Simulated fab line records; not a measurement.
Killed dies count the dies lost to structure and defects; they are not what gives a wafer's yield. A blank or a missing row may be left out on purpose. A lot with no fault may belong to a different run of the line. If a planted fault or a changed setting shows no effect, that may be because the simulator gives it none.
fab line records | flow nandHarc
[record] lots = 6 | wafers = 18 | lastDay = 31
route steps=1302 shown A_STAIRCASE@661 END@1302
lots untouched by any fault: they come from a run of this same line in which no faults occurred
startH: hours from the record's first day to the start of the lot's first wafer shown | waitH: hours from the lot's prior step to this one | " unchanged from the row above | L1.1+2: several wafers, shown together as one row | - value missing, or start not given | * or withheld: withheld | < > ~ a bound
route shown NAME@n: NAME is a module with steps in the file, n the number in the route of the first one | usual: mean/standard deviation of fault-free wafers | same: alike in all rows | chamber/n: place in a boat | sites: the reading at each site | _std_site: the standard deviation of these | _edge_site: outer sites' mean less inner sites' | radiusMm: for every site, how far away it sits from the centre of the wafer | mask NAME#n: copy n | behind: the most recent tool/chamber to have shaped the wafer | hold: what put the lot on hold/how long, in hours/how the hold closed | device: names the non-switching transistor (n, p or np) | end of line: the route-end tests of the same wafers | for a step that has no rows: nothing shown but its recipe | killed: the dies lost at the first sort to structure and to defects; this is not the yield of the wafer | map: a wafer's dies, x killed, . not, _ none there
set.NAME: the setting as run; set.NAME@STEP: as run at that earlier step | model.NAME: the simulator's own value behind a step, which no gauge read
lots at selected steps of the route; one table per step, one row per wafer
services: a tool's chamber out of use, with start hour (startH, from the record's first day; less than 0 if before it), hours out, and reason
[[steps]]
[step NHARC_A_STAIRCASE_EBR_05]
[step NHARC_A_STAIRCASE_EXPOSE_06]
[recipe] na = 0.5 | doseMj = 25.43 | maskId = STAIR
[step NHARC_A_STAIRCASE_PEB_07]
[recipe] pebTempC = 115 | pebTimeS = 130
[step NHARC_A_STAIRCASE_DEVELOP_08]
[recipe] timeS = 140
[step NHARC_A_STAIRCASE_HARDBAKE_10]
[recipe] tempC = 120 | timeS = 140
[step NHARC_A_STAIRCASE_DESCUM_11]
[recipe] timeS = 3 | o2FlowSccm = 200 | arFlowSccm = 0 | biasPowerW = 0 | chemistry = O2
[usual] chamberPressureMTorr = 60.01/0.054 | drypumpMotorCurrentA = 5.8/0.51 | oesProductAu = 1.001/0.012 | rfVppV = 58.0/0.88 | showerheadPlenumPTorr = 1.95/0.082 | throttleValvePct = 11.311/0.0082
lot.wafer | tool       | chamber | startH | waitH | chamberPressureMTorr | drypumpMotorCurrentA | oesProductAu | rfHoursCounterH | rfVppV | showerheadPlenumPTorr | throttleValvePct
L660.2    | rieDiel-02 | 1       | 379.46 | -     | 59.88                | 5.1                  | 0.988        | 53              | 58.6   | 1.91                  | 11.296
L660.3    | "          | 2       | "      | "     | 60.06                | 5.5                  | 0.969        | 54              | 57.6   | 1.93                  | 11.300
L660.5    | "          | 1       | "      | "     | 59.95                | 5.0                  | 0.993        | -               | 58.7   | 1.92                  | 11.300
L662.2    | rieDiel-02 | 2       | 387.92 | -     | 60.05                | 5.5                  | 0.988        | 57              | 57.8   | 1.93                  | 11.308
L662.1    | "          | 3       | "      | "     | 59.98                | 5.5                  | 1.000        | 54              | 58.2   | 1.98                  | 11.312
L662.5    | "          | 2       | "      | "     | 59.93                | 5.5                  | 0.981        | -               | 56.6   | 1.93                  | 11.303
L663.2    | rieDiel-12 | 0       | 391.62 | -     | 60.03                | 5.8                  | 0.989        | 37              | 57.1   | 1.78                  | 11.311
L663.3    | "          | 1       | "      | "     | 60.05                | 6.7                  | 0.981        | 34              | 57.0   | 1.98                  | 11.319
L663.6    | "          | 0       | "      | "     | 60.05                | 5.8                  | 1.001        | -               | 58.6   | 1.78                  | 11.314
L661.4    | rieDiel-12 | 3       | 391.89 | -     | 59.97                | 5.9                  | 1.020        | 35              | 58.4   | 2.00                  | 11.307
L661.2    | "          | 0       | "      | "     | 60.03                | 5.8                  | 1.007        | 37              | 55.8   | 1.78                  | 11.308
L661.1    | "          | 1       | "      | "     | 60.04                | 6.7                  | 0.990        | 34              | 59.3   | 1.98                  | 11.308
L675.2    | rieDiel-02 | 0       | 514.58 | -     | 60.04                | 6.6                  | 0.999        | 37              | 57.8   | 1.96                  | 11.316
L675.3    | "          | 1       | "      | "     | 59.97                | 5.1                  | 0.997        | 34              | 58.4   | 1.90                  | 11.308
L675.5    | "          | 1       | "      | "     | 59.88                | 5.1                  | 1.001        | -               | 57.2   | 1.90                  | 11.308
L677.1    | rieDiel-02 | 0       | 531.34 | -     | 60.04                | 6.7                  | 0.985        | 42              | 57.5   | 1.96                  | 11.313
L677.6    | "          | 1       | "      | "     | 59.95                | 5.0                  | 0.998        | -               | 57.2   | 1.90                  | 11.317
L677.5    | "          | 2       | "      | "     | 59.95                | 5.5                  | 0.994        | -               | 58.7   | 1.91                  | 11.297
[step NHARC_A_STAIRCASE_TRIM_12]
[recipe] timeS = 211.2 | o2FlowSccm = 500 | arFlowSccm = 0 | biasW = 0 | chemistry = O2
[usual] chamberPressureMTorr = 60.02/0.064 | drypumpMotorCurrentA = 5.9/0.51 | oesProductAu = 1.001/0.0097 | rfVppV = 57.9/0.86 | showerheadPlenumPTorr = 3.60/0.14 | throttleValvePct = 17.036/0.0086
lot.wafer | tool       | chamber | startH | waitH | chamberPressureMTorr | drypumpMotorCurrentA | oesProductAu | rfHoursCounterH | rfVppV | showerheadPlenumPTorr | throttleValvePct
L660.3    | rieDiel-02 | 0       | 379.55 | 0.1   | 60.09                | 6.7                  | 0.994        | 51              | 58.7   | 3.64                  | 17.035
L660.2    | "          | 3       | "      | "     | 59.93                | 5.6                  | 0.993        | 51              | 58.2   | 3.64                  | 17.031
L660.5    | "          | 0       | "      | "     | 60.01                | 6.7                  | 0.985        | -               | 57.5   | 3.64                  | 17.036
L662.1    | rieDiel-02 | 3       | 388.01 | 0.1   | 60.05                | 5.6                  | 0.991        | 54              | 59.1   | 3.64                  | 17.025
L662.2    | "          | 1       | "      | "     | 60.03                | 5.1                  | 0.991        | 56              | 58.0   | 3.53                  | 17.034
L662.5    | "          | 3       | "      | "     | 60.06                | 5.6                  | 0.990        | -               | 58.1   | 3.64                  | 17.032
L663.2    | rieDiel-12 | 3       | 391.71 | 0.1   | 60.00                | 5.9                  | 1.016        | 35              | 57.3   | 3.67                  | 17.031
L663.3    | "          | 2       | "      | "     | 60.04                | 5.3                  | 1.015        | 32              | 57.6   | 3.38                  | 17.030
L663.6    | "          | 0       | "      | "     | 59.87                | 5.8                  | 1.008        | -               | 55.4   | 3.29                  | 17.030
L661.1    | rieDiel-12 | 0       | 392.04 | 0.1   | 59.92                | 5.8                  | 0.992        | 37              | 57.0   | 3.29                  | 17.032
L661.4    | "          | 1       | "      | "     | 60.04                | 6.7                  | 0.995        | 34              | 58.6   | 3.64                  | 17.052
L661.2    | "          | 2       | "      | "     | 60.04                | 5.3                  | 1.007        | 32              | 59.2   | 3.38                  | 17.035
L675.3    | rieDiel-02 | 1       | 514.66 | 0.1   | 59.93                | 5.1                  | 0.997        | 34              | 57.6   | 3.51                  | 17.051
L675.2    | "          | 0       | "      | "     | 60.04                | 6.7                  | 0.992        | 37              | 56.7   | 3.61                  | 17.035
L675.5    | "          | 2       | "      | "     | 60.13                | 5.5                  | 1.009        | -               | 58.5   | 3.53                  | 17.034
L677.1    | rieDiel-02 | 0       | 531.42 | 0.1   | 59.97                | 6.7                  | 0.992        | 42              | 57.2   | 3.61                  | 17.046
L677.5    | "          | 3       | "      | "     | 60.03                | 5.6                  | 1.011        | -               | 57.2   | 3.61                  | 17.028
L677.6    | "          | 0       | "      | "     | 60.06                | 6.7                  | 0.992        | -               | 59.0   | 3.61                  | 17.024
[step NHARC_A_STAIRCASE_ETCH_13]
[recipe] targetDepthA = 1000 | timeS = 40.5 | ionEnergyEv = 400 | c4f8FlowSccm = 20 | o2FlowSccm = 10 | arFlowSccm = withheld | rfW = 600 | biasW = 1000 | chemistry = C4F8/O2
[step NHARC_A_STAIRCASE_TRIM_14]
[recipe] timeS = 211.2 | o2FlowSccm = 500 | arFlowSccm = 0 | biasW = 0 | chemistry = O2
[usual] chamberPressureMTorr = 60.00/0.052 | drypumpMotorCurrentA = 5.9/0.52 | oesProductAu = 1.002/0.011 | rfVppV = 57.9/0.82 | showerheadPlenumPTorr = 3.60/0.14 | throttleValvePct = 17.037/0.0092
lot.wafer | tool       | chamber | startH | waitH | chamberPressureMTorr | drypumpMotorCurrentA | oesProductAu | rfHoursCounterH | rfVppV | showerheadPlenumPTorr | throttleValvePct
L660.3    | rieDiel-02 | 3       | -      | -     | 59.99                | 5.6                  | 1.009        | 51              | 57.7   | 3.64                  | 17.032
L660.2    | "          | 0       | "      | "     | 59.98                | 6.7                  | 1.004        | 51              | 58.1   | 3.64                  | 17.031
L660.5    | "          | 0       | "      | "     | 59.97                | 6.7                  | 1.002        | -               | 58.2   | 3.64                  | 17.049
L662.2    | rieDiel-02 | 1       | -      | -     | 60.04                | 5.1                  | 1.005        | 56              | 58.2   | 3.53                  | 17.031
L662.1    | "          | 3       | "      | "     | 59.92                | 5.6                  | 1.004        | 54              | 57.4   | 3.64                  | 17.036
L662.5    | "          | 1       | "      | "     | 59.95                | 5.1                  | 0.990        | -               | 56.8   | 3.53                  | 17.029
L663.2    | rieDiel-12 | 0       | -      | -     | 59.99                | 5.8                  | 0.992        | 37              | 58.0   | 3.29                  | 17.033
L663.3    | "          | 1       | "      | "     | 60.04                | 6.7                  | 0.985        | 34              | 59.0   | 3.64                  | 17.047
L663.6    | "          | 2       | "      | "     | 60.01                | 5.3                  | 1.004        | -               | 57.9   | 3.38                  | 17.023
L661.2    | rieDiel-12 | 3       | -      | -     | 59.98                | 5.9                  | 1.018        | 35              | 56.9   | 3.67                  | 17.041
L661.1    | "          | 0       | "      | "     | 60.00                | 5.8                  | 0.998        | 37              | 57.3   | 3.29                  | 17.057
L661.4    | "          | 1       | "      | "     | 60.00                | 6.7                  | 0.988        | 34              | 58.6   | 3.64                  | 17.048
L675.2    | rieDiel-02 | 3       | -      | -     | 59.96                | 5.6                  | 0.989        | 36              | 57.2   | 3.62                  | 17.040
L675.3    | "          | 0       | "      | "     | 59.99                | 6.7                  | 0.992        | 37              | 57.2   | 3.61                  | 17.033
L675.5    | "          | 3       | "      | "     | 60.03                | 5.6                  | 0.998        | -               | 57.7   | 3.62                  | 17.033
L677.1    | rieDiel-02 | 0       | -      | -     | 60.08                | 6.7                  | 0.991        | 42              | 57.7   | 3.61                  | 17.039
L677.6    | "          | 0       | "      | "     | 60.03                | 6.7                  | 0.992        | -               | 58.0   | 3.61                  | 17.035
L677.5    | "          | 1       | "      | "     | 60.02                | 5.1                  | 1.002        | -               | 58.1   | 3.51                  | 17.035
[step NHARC_A_STAIRCASE_ETCH_15]
[recipe] targetDepthA = 1000 | timeS = 40.5 | ionEnergyEv = 400 | c4f8FlowSccm = 20 | o2FlowSccm = 10 | arFlowSccm = withheld | rfW = 600 | biasW = 1000 | chemistry = C4F8/O2
[usual] biasW = 999.9/3 | chamberPressureMTorr = 25.002/0.024 | oesProductAu = 0.943/0.013 | rfVppV = 899/5.1
lot.wafer | tool       | chamber | startH | waitH | biasW  | chamberPressureMTorr | oesProductAu | rfHoursCounterH | rfVppV
L660.3    | rieDiel-02 | 1       | -      | -     | 1004.4 | 24.989               | 0.945        | 53              | 897
L660.2    | "          | 3       | "      | "     | 997.3  | 24.983               | 0.943        | 51              | 901
L660.5    | "          | 0       | "      | "     | 999.1  | 24.997               | 0.939        | -               | 901
L662.1    | rieDiel-02 | 2       | -      | -     | 1001.7 | 25.007               | 0.934        | 57              | 898
L662.2    | "          | 0       | "      | "     | 1007.4 | 24.982               | 0.948        | 53              | 899
L662.5    | "          | 3       | "      | "     | 999.2  | 24.962               | 0.956        | -               | 900
L663.2    | rieDiel-12 | 1       | -      | -     | 995.9  | 25.028               | 0.943        | 34              | 900
L663.3    | "          | 2       | "      | "     | 1001.1 | 24.982               | 0.949        | 32              | 890
L663.6    | "          | 0       | "      | "     | 996.0  | 25.014               | 0.927        | -               | 887
L661.2    | rieDiel-12 | 1       | -      | -     | 998.4  | 24.988               | 0.946        | 34              | 899
L661.1    | "          | 2       | "      | "     | 1002.6 | 24.999               | 0.948        | 33              | 891
L661.4    | "          | 0       | "      | "     | 1000.9 | 24.984               | 0.936        | 37              | 887
L675.2    | rieDiel-02 | 3       | -      | -     | 1005.2 | 24.996               | 0.943        | 36              | 899
L675.3    | "          | 1       | "      | "     | 1003.2 | 24.984               | 0.942        | 34              | 896
L675.5    | "          | 2       | "      | "     | 1002.4 | 25.034               | 0.944        | -               | 895
L677.1    | rieDiel-02 | 1       | -      | -     | 1000.8 | 24.988               | 0.952        | 40              | 896
L677.5    | "          | 1       | "      | "     | 996.9  | 24.994               | 0.937        | -               | 896
L677.6    | "          | 2       | "      | "     | 1000.1 | 24.961               | 0.949        | -               | 894
[step NHARC_A_STAIRCASE_TRIM_16]
[recipe] timeS = 211.2 | o2FlowSccm = 500 | arFlowSccm = 0 | biasW = 0 | chemistry = O2
[step NHARC_A_STAIRCASE_ETCH_17]
[recipe] targetDepthA = 1000 | timeS = 40.5 | ionEnergyEv = 400 | c4f8FlowSccm = 20 | o2FlowSccm = 10 | arFlowSccm = withheld | rfW = 600 | biasW = 1000 | chemistry = C4F8/O2
[usual] biasW = 1000.3/2.9 | chamberPressureMTorr = 25.001/0.024 | oesProductAu = 0.946/0.014 | rfVppV = 898/5
lot.wafer | tool       | chamber | startH | waitH | biasW  | chamberPressureMTorr | oesProductAu | rfHoursCounterH | rfVppV
L660.2    | rieDiel-02 | 2       | 380.24 | -     | 1005.1 | 25.024               | 0.932        | 54              | 897
L660.3    | "          | 1       | "      | "     | 997.3  | 24.969               | 0.953        | 53              | 896
L660.5    | "          | 2       | "      | "     | 1002.2 | 25.004               | 0.929        | -               | 896
L662.1    | rieDiel-02 | 3       | 388.62 | -     | -      | -                    | -            | -               | -
L662.2    | "          | 2       | "      | "     | -      | -                    | -            | -               | -
L662.5    | "          | 3       | "      | "     | -      | -                    | -            | -               | -
L663.3    | rieDiel-12 | 1       | 392.39 | -     | -      | -                    | -            | -               | -
L663.2    | "          | 3       | "      | "     | -      | -                    | -            | -               | -
L663.6    | "          | 0       | "      | "     | -      | -                    | -            | -               | -
L661.2    | rieDiel-12 | 3       | 392.72 | -     | 996.8  | 24.954               | 0.951        | 35              | 900
L661.4    | "          | 0       | "      | "     | 1002.4 | 25.051               | 0.935        | 37              | 887
L661.1    | "          | 2       | "      | "     | 1001.7 | 25.010               | 0.939        | 33              | 890
L675.2    | rieDiel-02 | 2       | 515.28 | -     | 998.3  | 25.003               | 0.960        | 35              | 896
L675.3    | "          | 3       | "      | "     | 996.1  | 24.984               | 0.958        | 36              | 900
L675.5    | "          | 2       | "      | "     | 1002.2 | 24.993               | 0.957        | -               | 897
L677.1    | rieDiel-02 | 2       | 532.03 | -     | 1006.6 | 24.985               | 0.957        | 41              | 897
L677.6    | "          | 0       | "      | "     | 999.3  | 24.981               | 0.933        | -               | 900
L677.5    | "          | 1       | "      | "     | 1003.2 | 24.982               | 0.947        | -               | 896
[step NHARC_A_STAIRCASE_TRIM_18]
[recipe] timeS = 211.2 | o2FlowSccm = 500 | arFlowSccm = 0 | biasW = 0 | chemistry = O2
[usual] chamberPressureMTorr = 60.00/0.053 | drypumpMotorCurrentA = 5.9/0.51 | oesProductAu = 1.002/0.01 | rfVppV = 57.8/0.86 | showerheadPlenumPTorr = 3.60/0.14 | throttleValvePct = 17.037/0.0089
lot.wafer | tool       | chamber | startH | waitH | chamberPressureMTorr | drypumpMotorCurrentA | oesProductAu | rfHoursCounterH | rfVppV | showerheadPlenumPTorr | throttleValvePct
L660.3    | rieDiel-02 | 3       | -      | -     | 60.05                | 5.6                  | 1.010        | 51              | 58.1   | 3.64                  | 17.029
L660.2    | "          | 0       | "      | "     | 60.02                | 6.7                  | 0.997        | 51              | 57.2   | 3.64                  | 17.040
L660.5    | "          | 2       | "      | "     | 59.97                | 5.5                  | 0.989        | -               | 57.0   | 3.55                  | 17.047
L662.2    | rieDiel-02 | 3       | -      | -     | 60.05                | 5.6                  | 1.006        | 54              | 59.5   | 3.64                  | 17.020
L662.1    | "          | 0       | "      | "     | 60.00                | 6.7                  | 0.998        | 54              | 58.3   | 3.64                  | 17.033
L662.5    | "          | 2       | "      | "     | 60.05                | 5.6                  | 0.993        | -               | 58.2   | 3.55                  | 17.031
L663.2    | rieDiel-12 | 1       | -      | -     | 59.89                | 6.7                  | 0.985        | 34              | 58.8   | 3.64                  | 17.030
L663.3    | "          | 3       | "      | "     | 59.98                | 5.9                  | 1.018        | 35              | 58.0   | 3.67                  | 17.046
L663.6    | "          | 0       | "      | "     | 59.97                | 5.8                  | 1.005        | -               | 56.0   | 3.29                  | 17.035
L661.1    | rieDiel-12 | 1       | -      | -     | 59.97                | 6.7                  | 0.989        | 35              | 57.3   | 3.64                  | 17.029
L661.4    | "          | 2       | "      | "     | 60.07                | 5.3                  | 1.005        | 33              | 57.7   | 3.38                  | 17.037
L661.2    | "          | 0       | "      | "     | 60.17                | 5.8                  | 0.996        | 38              | 56.9   | 3.29                  | 17.038
L675.3    | rieDiel-02 | 2       | -      | -     | 60.00                | 5.5                  | 0.990        | 35              | 56.2   | 3.53                  | 17.036
L675.2    | "          | 3       | "      | "     | 60.04                | 5.6                  | 0.998        | 36              | 58.7   | 3.62                  | 17.035
L675.5    | "          | 2       | "      | "     | 59.95                | 5.5                  | 1.011        | -               | 58.9   | 3.53                  | 17.038
L677.1    | rieDiel-02 | 0       | -      | -     | 59.99                | 6.6                  | 1.004        | 42              | 57.2   | 3.61                  | 17.036
L677.5    | "          | 2       | "      | "     | 60.05                | 5.5                  | 1.000        | -               | 57.2   | 3.53                  | 17.041
L677.6    | "          | 3       | "      | "     | 60.03                | 5.6                  | 1.014        | -               | 57.4   | 3.61                  | 17.024
[step NHARC_END_SORT_01]
[recipe] tempC = 25
[usual] killedAtArray = 56/19 | killedAtOther = 1.0/1.3 | killedAtPeriphery = 3.8/2.2 | killedDies = 61/19 | killedOpen = 3.1/1.9 | killedShort = 2.3/1.5
[same] grossDies = 677
lot.wafer | tool      | chamber | startH | waitH | killedAtArray | killedAtOther | killedAtPeriphery | killedDies | killedOpen | killedShort
L662.1    | prober-02 | 0       | 593.36 | 2.5   | 673           | 2             | 2                 | 677        | 5          | 1
L662.2    | prober-02 | 0       | 594.15 | 2.8   | 671           | 1             | 5                 | 677        | 7          | 1
L662.5    | prober-02 | 0       | 596.53 | 3.7   | 672           | 0             | 5                 | 677        | 2          | 2
L663.2    | prober-01 | 0       | 601.38 | 2.8   | 667           | 1             | 9                 | 677        | 7          | 1
L663.3    | prober-01 | 0       | 602.17 | 3.1   | 668           | 2             | 7                 | 677        | 5          | 2
L663.6    | prober-01 | 0       | 604.54 | 4.0   | 672           | 3             | 2                 | 677        | 3          | 6
// killed by level:class
L662.1 A_STAIRCASE:areaEtch=597 A_CHANNEL_HOLE_D1:chamberFilmFlake=32 A_SLIT:chamberFilmFlake=25 A_CHANNEL_HOLE_D2:chamberFilmFlake=5 A_STAIRCASE:chamberFilmFlake=3 A_CONTACT:chamberFilmFlake=3 A_BONDPAD:chamberFilmFlake=2 P_M0:geometricParticle:open=1
L662.2 A_STAIRCASE:areaEtch=598 A_CHANNEL_HOLE_D1:chamberFilmFlake=31 A_SLIT:chamberFilmFlake=21 A_CHANNEL_HOLE_D2:chamberFilmFlake=11 A_STAIRCASE:chamberFilmFlake=3 P_GATE:geometricParticle:open=2 P_STI:chamberFilmFlake=2 P_CONTACT:geometricParticle:open=1
L662.5 A_STAIRCASE:areaEtch=598 A_CHANNEL_HOLE_D1:chamberFilmFlake=26 A_SLIT:chamberFilmFlake=25 A_CHANNEL_HOLE_D2:chamberFilmFlake=14 A_STAIRCASE:chamberFilmFlake=3 A_CONTACT:chamberFilmFlake=3 P_STI:chamberFilmFlake=2 P_CONTACT:geometricParticle:open=1
L663.2 A_STAIRCASE:areaEtch=616 A_CHANNEL_HOLE_D2:chamberFilmFlake=35 P_M2:chamberFilmFlake=4 A_CHANNEL_HOLE_D1:chamberFilmFlake=3 A_CHANNEL_FILL_D1:geometricParticle:open=2 A_STAIRCASE:chamberFilmFlake=2 P_CONTACT:geometricParticle:short=1 P_CONTACT:geometricParticle:open=1
L663.3 A_STAIRCASE:areaEtch=614 A_CHANNEL_HOLE_D2:chamberFilmFlake=31 P_M2:chamberFilmFlake=4 A_CHANNEL_FILL_D2:chamberFilmFlake=3 A_WL_FILL:chamberFilmFlake=3 A_CONTACT:chamberFilmFlake=3 A_STAIRCASE:chamberFilmFlake=2 A_CHANNEL_FILL_D1:geometricParticle:open=2
L663.6 A_STAIRCASE:areaEtch=618 A_CHANNEL_HOLE_D2:chamberFilmFlake=32 A_CONTACT:chamberFilmFlake=6 THIN_TSV:chamberFilmFlake=3 A_CHANNEL_HOLE_D1:chamberFilmFlake=3 A_ONON_D2:geometricParticle:short=2 A_STAIRCASE:chamberFilmFlake=2 P_CONTACT:geometricParticle:open=1
// map L662.1 (x killed, . not)
____________x____________
_________xxxxxxx_________
_______xxxxxxxxxxx_______
______xxxxxxxxxxxxx______
_____xxxxxxxxxxxxxxx_____
____xxxxxxxxxxxxxxxxx____
____xxxxxxxxxxxxxxxxx____
___xxxxxxxxxxxxxxxxxxx___
___xxxxxxxxxxxxxxxxxxx___
__xxxxxxxxxxxxxxxxxxxxx__
__xxxxxxxxxxxxxxxxxxxxx__
_xxxxxxxxxxxxxxxxxxxxxxx_
_xxxxxxxxxxxxxxxxxxxxxxx_
_xxxxxxxxxxxxxxxxxxxxxxx_
_xxxxxxxxxxxxxxxxxxxxxxx_
_xxxxxxxxxxxxxxxxxxxxxxx_
xxxxxxxxxxxxxxxxxxxxxxxxx
xxxxxxxxxxxxxxxxxxxxxxxxx
xxxxxxxxxxxxxxxxxxxxxxxxx
xxxxxxxxxxxxxxxxxxxxxxxxx
xxxxxxxxxxxxxxxxxxxxxxxxx
_xxxxxxxxxxxxxxxxxxxxxxx_
_xxxxxxxxxxxxxxxxxxxxxxx_
_xxxxxxxxxxxxxxxxxxxxxxx_
_xxxxxxxxxxxxxxxxxxxxxxx_
_xxxxxxxxxxxxxxxxxxxxxxx_
__xxxxxxxxxxxxxxxxxxxxx__
__xxxxxxxxxxxxxxxxxxxxx__
___xxxxxxxxxxxxxxxxxxx___
___xxxxxxxxxxxxxxxxxxx___
____xxxxxxxxxxxxxxxxx____
____xxxxxxxxxxxxxxxxx____
_____xxxxxxxxxxxxxxx_____
______xxxxxxxxxxxxx______
_______xxxxxxxxxxx_______
_________xxxxxxx_________
____________x____________
// map L663.2 (x killed, . not)
____________x____________
_________xxxxxxx_________
_______xxxxxxxxxxx_______
______xxxxxxxxxxxxx______
_____xxxxxxxxxxxxxxx_____
____xxxxxxxxxxxxxxxxx____
____xxxxxxxxxxxxxxxxx____
___xxxxxxxxxxxxxxxxxxx___
___xxxxxxxxxxxxxxxxxxx___
__xxxxxxxxxxxxxxxxxxxxx__
__xxxxxxxxxxxxxxxxxxxxx__
_xxxxxxxxxxxxxxxxxxxxxxx_
_xxxxxxxxxxxxxxxxxxxxxxx_
_xxxxxxxxxxxxxxxxxxxxxxx_
_xxxxxxxxxxxxxxxxxxxxxxx_
_xxxxxxxxxxxxxxxxxxxxxxx_
xxxxxxxxxxxxxxxxxxxxxxxxx
xxxxxxxxxxxxxxxxxxxxxxxxx
xxxxxxxxxxxxxxxxxxxxxxxxx
xxxxxxxxxxxxxxxxxxxxxxxxx
xxxxxxxxxxxxxxxxxxxxxxxxx
_xxxxxxxxxxxxxxxxxxxxxxx_
_xxxxxxxxxxxxxxxxxxxxxxx_
_xxxxxxxxxxxxxxxxxxxxxxx_
_xxxxxxxxxxxxxxxxxxxxxxx_
_xxxxxxxxxxxxxxxxxxxxxxx_
__xxxxxxxxxxxxxxxxxxxxx__
__xxxxxxxxxxxxxxxxxxxxx__
___xxxxxxxxxxxxxxxxxxx___
___xxxxxxxxxxxxxxxxxxx___
____xxxxxxxxxxxxxxxxx____
____xxxxxxxxxxxxxxxxx____
_____xxxxxxxxxxxxxxx_____
______xxxxxxxxxxxxx______
_______xxxxxxxxxxx_______
_________xxxxxxx_________
____________x____________
[[services]]
tool       | chamber | startH | hours | kind
rieDiel-02 | -       | 371.02 | 0.4   | repair
rieDiel-02 | 0       | 376.97 | -     | clean
rieDiel-02 | 1       | 376.97 | -     | clean
rieDiel-02 | 2       | 376.97 | -     | clean
rieDiel-02 | 3       | 376.97 | -     | clean
rieDiel-02 | 0       | 397.36 | 9.0   | ventCycle
rieDiel-02 | 1       | 397.36 | 9.0   | ventCycle
rieDiel-02 | 2       | 397.36 | 9.0   | ventCycle
rieDiel-02 | 0       | 406.36 | -     | clean
rieDiel-02 | 1       | 406.36 | -     | clean
rieDiel-02 | 2       | 406.36 | -     | clean
rieDiel-02 | 3       | 406.36 | -     | clean
rieDiel-02 | -       | 416.53 | 0.6   | repair
rieDiel-02 | 0       | 430.86 | -     | clean
rieDiel-02 | 1       | 430.86 | -     | clean
rieDiel-02 | 2       | 430.86 | -     | clean
rieDiel-02 | 3       | 430.86 | -     | clean
rieDiel-12 | -       | 447.28 | 9.0   | pm
rieDiel-02 | 3       | 455.29 | 2.5   | repair
rieDiel-02 | 0       | 455.36 | -     | clean
rieDiel-02 | 1       | 455.36 | -     | clean
rieDiel-02 | 1       | 464.31 | 4.4   | repair
rieDiel-12 | 2       | 499.02 | 10.7  | repair
rieDiel-12 | 2       | 519.50 | 1.4   | repair
[[key]]
[firstSign] step = NHARC_A_STAIRCASE_ETCH_17 | reading = toolRecord | direction = missing
[effect] step = NHARC_END_SORT_01 | reading = killedAtArray | direction = up | sigmas = 33 | usual = 56 | struck = 670
[moreKillsBornAt] NHARC_A_STAIRCASE_ETCH_17@rieDiel-12 = 1849 | NHARC_A_STAIRCASE_ETCH_17@rieDiel-02 = 1799
metAt NHARC_A_STAIRCASE_ETCH_17
struckWafers L662.1,L662.2,L662.5,L663.2,L663.3,L663.6
laterRowsLeftOut L662.1,L662.2,L662.5,L663.2,L663.3,L663.6
testerLeftOut L662,L663
onsetBetween 380.24 388.62
[fault] kind = skippedStepWhole | tool = rieDiel-02,rieDiel-12 | chamber = - | onsetH = 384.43 | steps = NHARC_A_STAIRCASE_ETCH_17 | scope = struckLotsOnly
// testerLeftOut: of these lots the tester's yield and bins aren't shown, on N5 and GAA mostly nor the transistor test; their killed dies are dies lost to structure and defects alone, not to doping, threshold or leakage, so they don't give the yield
// laterRowsLeftOut: the simulator's readings of these wafers behind a module that went badly wrong aren't trusted and aren't shown, but for the sort
